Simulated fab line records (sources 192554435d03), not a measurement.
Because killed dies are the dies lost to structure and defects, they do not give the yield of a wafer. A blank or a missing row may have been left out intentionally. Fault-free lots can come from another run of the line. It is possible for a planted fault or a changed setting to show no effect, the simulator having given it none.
Comparing a struck lot with a sound one -- flow n5Finfet -- 14 steps out of a route of 1938
Sound: the wafers L381.4, L381.5, L381.6. Wafers L387.2, L387.3, L387.4 were the ones struck. The cause is given at the end.
For every step that has rows: the tool of each side, followed by ch and its chambers, followed by its first start. Under that, the readings that differ: sound wafers -- struck wafers -- difference of the means -- sigmas: that difference in standard deviations of wafers without a fault.
alike: words and numbers the same on both sides, and readings whose means are apart by under 2 such deviations; not compared: readings that were withheld, readings missing a value for some wafer, numbers with overlapping values and no deviation given by the record, and bounds like >300 which may hide the same value.
Wherever a step has rows on one side only, a row that says differs or no value, or a row with sigmas, the two part there. Non-overlapping numbers with no deviation appear without sigmas and do not part them. Lack of a reading on every wafer of one side parts them only where that side has two or more wafers.

first, 1 step without rows for these wafers: N5_BEOL_M2_DEVELOP_27 (develop time 30 s).
N5_BEOL_M2_CD_MEAS_28: target cd 26.2 nm, target cd y 24.1 nm.
  sound on cdSem-01 ch 0, day 9 12:59; struck on cdSem-01 ch 0, day 11 02:59
  alike: cdNm
N5_BEOL_M2_OVL_MEAS_29:
  sound on overlay-01 ch 0, day 9 13:02; struck on overlay-01 ch 0, day 11 03:01
  alike: V1_OVL
N5_BEOL_M2_INSPECT_30: inspects for defects (brightfield).
  struck on defectInspect-01, day 11 03:04; sound on defectInspect-01, day 9 13:04
  alike: rawDefectCount
N5_BEOL_M2_DESCUM_33: chemistry O2, time 7 s.
  sound on rieDiel-02 ch 0,2,3, day 9 13:06; struck on rieDiel-02 ch 0,1,2, day 11 03:19
  alike: biasPowerW, drypumpMotorCurrentA, oesProductAu, rfVppV, showerheadPlenumPTorr, throttleValvePct
  not compared: rfHoursCounterH
N5_BEOL_M2_ETCH_77: etches underlayer in N2/H2, target depth 6.5 nm, time 5.2 s.
  sound on rieDiel-02 ch 0,2,3, day 9 13:08; struck on rieDiel-02 ch 0,1,2, day 11 03:20
  alike: drypumpMotorCurrentA, etchRfOnTimeS, oesProductAu, rfVppV, showerheadPlenumPTorr, throttleValvePct
  not compared: rfHoursCounterH
then, 1 step without rows for these wafers: N5_BEOL_M2_ETCH_69 (etches SiARC in CF4, target depth 15.6 nm, time 26 s).
N5_BEOL_M2_ALD_98: deposits SiO2, target thk 2.5 nm, pulse time 1 s, co reactant pulse time 1 s.
  sound on aldSin-01 ch 0,3, day 9 13:41; struck on aldSin-01 ch 0,1,3, day 11 03:26
  alike: chamberPressureTorr, heaterPowerOuterW, heaterPowerW, precursorPulseHeightRel
N5_BEOL_M2_ETCHBACK_99: etches SiO2 in CHF3, target depth 5 nm, time 10.4 s.
  sound on rieDiel-02 ch 0,1, day 9 16:05; struck on rieDiel-02 ch 0,1,2, day 11 05:49
  alike: drypumpMotorCurrentA, oesProductAu, rfVppV, showerheadPlenumPTorr, throttleValvePct
  not compared: rfHoursCounterH
N5_BEOL_M2_ETCH_70: etches SOC in N2/H2, target depth 80 nm, overetch 24 nm, time 130 s.
  sound on rieDiel-02 ch 0,1, day 9 16:07; struck on rieDiel-02 ch 0,1,2, day 11 05:51
  alike: drypumpMotorCurrentA, oesProductAu, rfVppV, runLengthS, showerheadPlenumPTorr, throttleValvePct
  not compared: rfHoursCounterH
then, 2 steps without rows for these wafers: N5_BEOL_M2_STRIP_71 (strips in N2/H2); N5_BEOL_M2_STRIP_78 (strips in N2/H2).
N5_BEOL_M2_VIA_ETCH_34: etches the open film in C4F6/O2, target depth 69.4 nm, time 65.9 s.
  sound on rieDiel-02 ch 0,1, day 9 16:14; struck on rieDiel-02 ch 0,1,2, day 11 05:58
reading,sound,struck,difference,sigmas
runLengthS (s),89.8 89.3 89.4,86.8 86.6 86.0,-3.0,-9
  alike: C4F6_flow_sccm, drypumpMotorCurrentA, oesProductAu, rfVppV, showerheadPlenumPTorr, throttleValvePct
  not compared: rfHoursCounterH, model.etch.depthNm
then, 1 step without rows for these wafers: N5_BEOL_M2_STRIP_83 (strips in C4F6/O2).

WHERE THEY PART
At N5_BEOL_M2_VIA_ETCH_34 and nowhere else, as far as this record goes.

WHY: the cause the simulator had injected
Drift in process parameters on rieDiel-02 at N5_BEOL_M2_VIA_ETCH_34, starting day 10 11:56. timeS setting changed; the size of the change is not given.
